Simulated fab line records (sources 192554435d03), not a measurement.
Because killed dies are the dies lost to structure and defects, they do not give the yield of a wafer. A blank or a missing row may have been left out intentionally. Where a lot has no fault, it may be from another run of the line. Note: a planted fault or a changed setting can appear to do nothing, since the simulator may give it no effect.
Chamber matching / flow n5_finfet / N5_BEOL_M10_STRIP_36 on rie_diel-06: 4 sister chambers
The step strips in N2/H2. 16 wafers are shown with their chamber, then 8 later ones without.

WAFERS, EACH WITH ITS CHAMBER
wafer=L079.1; chamber=3; drypump_motor_current_A (A)=5.5; throttle_valve_pct (%)=23.5; showerhead_plenum_p_Torr (Torr)=2.46
wafer=L079.4; chamber=2; drypump_motor_current_A (A)=5.5; throttle_valve_pct (%)=24.4; showerhead_plenum_p_Torr (Torr)=2.55
wafer=L079.5; chamber=1; drypump_motor_current_A (A)=6.2; throttle_valve_pct (%)=23.8; showerhead_plenum_p_Torr (Torr)=2.47
wafer=L085.1; chamber=2; drypump_motor_current_A (A)=5.5; throttle_valve_pct (%)=24.4; showerhead_plenum_p_Torr (Torr)=2.54
wafer=L085.4; chamber=0; drypump_motor_current_A (A)=5.7; throttle_valve_pct (%)=23.5; showerhead_plenum_p_Torr (Torr)=2.49
wafer=L085.5; chamber=1; drypump_motor_current_A (A)=6.1; throttle_valve_pct (%)=23.8; showerhead_plenum_p_Torr (Torr)=2.46
wafer=L087.1; chamber=2; drypump_motor_current_A (A)=5.5; throttle_valve_pct (%)=24.3; showerhead_plenum_p_Torr (Torr)=2.54
wafer=L087.5; chamber=0; drypump_motor_current_A (A)=5.7; throttle_valve_pct (%)=23.5; showerhead_plenum_p_Torr (Torr)=2.49
wafer=L087.6; chamber=1; drypump_motor_current_A (A)=6.2; throttle_valve_pct (%)=23.9; showerhead_plenum_p_Torr (Torr)=2.46
wafer=L091.2; chamber=2; drypump_motor_current_A (A)=5.5; throttle_valve_pct (%)=24.4; showerhead_plenum_p_Torr (Torr)=2.53
wafer=L091.4; chamber=1; drypump_motor_current_A (A)=6.2; throttle_valve_pct (%)=23.9; showerhead_plenum_p_Torr (Torr)=2.46
wafer=L091.6; chamber=3; drypump_motor_current_A (A)=5.5; throttle_valve_pct (%)=23.6; showerhead_plenum_p_Torr (Torr)=2.44
wafer=L093.2; chamber=1; drypump_motor_current_A (A)=6.2; throttle_valve_pct (%)=23.9; showerhead_plenum_p_Torr (Torr)=2.46
wafer=L093.4; chamber=2; drypump_motor_current_A (A)=5.5; throttle_valve_pct (%)=24.4; showerhead_plenum_p_Torr (Torr)=2.53
wafer=L093.5; chamber=2; drypump_motor_current_A (A)=5.5; throttle_valve_pct (%)=24.4; showerhead_plenum_p_Torr (Torr)=2.53
wafer=L094.1; chamber=0; drypump_motor_current_A (A)=5.7; throttle_valve_pct (%)=23.6; showerhead_plenum_p_Torr (Torr)=2.49

SIGNATURES (means of the wafers above)
reading=drypump_motor_current_A; chamber 0=5.700; chamber 1=6.180; chamber 2=5.500; chamber 3=5.500; scatter within a chamber=0.0258
reading=throttle_valve_pct; chamber 0=23.533; chamber 1=23.860; chamber 2=24.383; chamber 3=23.550; scatter within a chamber=0.0516
reading=showerhead_plenum_p_Torr; chamber 0=2.4900; chamber 1=2.4620; chamber 2=2.5367; chamber 3=2.4500; scatter within a chamber=0.00715
Rule: a wafer's distance from a chamber is the root of the sum, over the readings, of the square of ((its reading less the chamber's mean) divided by the reading's scatter). If the next closest chamber is less than 2 further off than the closest, the wafer can't be placed; otherwise it belongs to the closest. The scatter: the root of (the sum of the squares of (reading less its chamber's mean) over the shown wafers, divided by (wafers less chambers)).

WAFERS WHOSE CHAMBER IS MISSING
wafer=L094.4; drypump_motor_current_A (A)=5.5; throttle_valve_pct (%)=23.6; showerhead_plenum_p_Torr (Torr)=2.44
wafer=L094.5; drypump_motor_current_A (A)=5.5; throttle_valve_pct (%)=23.6; showerhead_plenum_p_Torr (Torr)=2.44
wafer=L097.3; drypump_motor_current_A (A)=5.5; throttle_valve_pct (%)=23.6; showerhead_plenum_p_Torr (Torr)=2.44
wafer=L097.4; drypump_motor_current_A (A)=6.2; throttle_valve_pct (%)=23.9; showerhead_plenum_p_Torr (Torr)=2.45
wafer=L097.5; drypump_motor_current_A (A)=5.5; throttle_valve_pct (%)=24.4; showerhead_plenum_p_Torr (Torr)=2.53
wafer=L095.2; drypump_motor_current_A (A)=5.7; throttle_valve_pct (%)=23.5; showerhead_plenum_p_Torr (Torr)=2.48
wafer=L095.5; drypump_motor_current_A (A)=5.5; throttle_valve_pct (%)=24.4; showerhead_plenum_p_Torr (Torr)=2.53
wafer=L095.6; drypump_motor_current_A (A)=5.5; throttle_valve_pct (%)=23.6; showerhead_plenum_p_Torr (Torr)=2.44

EACH ONE'S CHAMBER
wafer=L094.4; from the rows above=3; in truth=3
wafer=L094.5; from the rows above=3; in truth=3
wafer=L097.3; from the rows above=3; in truth=3
wafer=L097.4; from the rows above=1; in truth=1
wafer=L097.5; from the rows above=2; in truth=2
wafer=L095.2; from the rows above=0; in truth=0
wafer=L095.5; from the rows above=2; in truth=2
wafer=L095.6; from the rows above=3; in truth=3
Placed correctly: 8 of 8. Number that these rows cannot place: 0. Placed wrongly: 0.
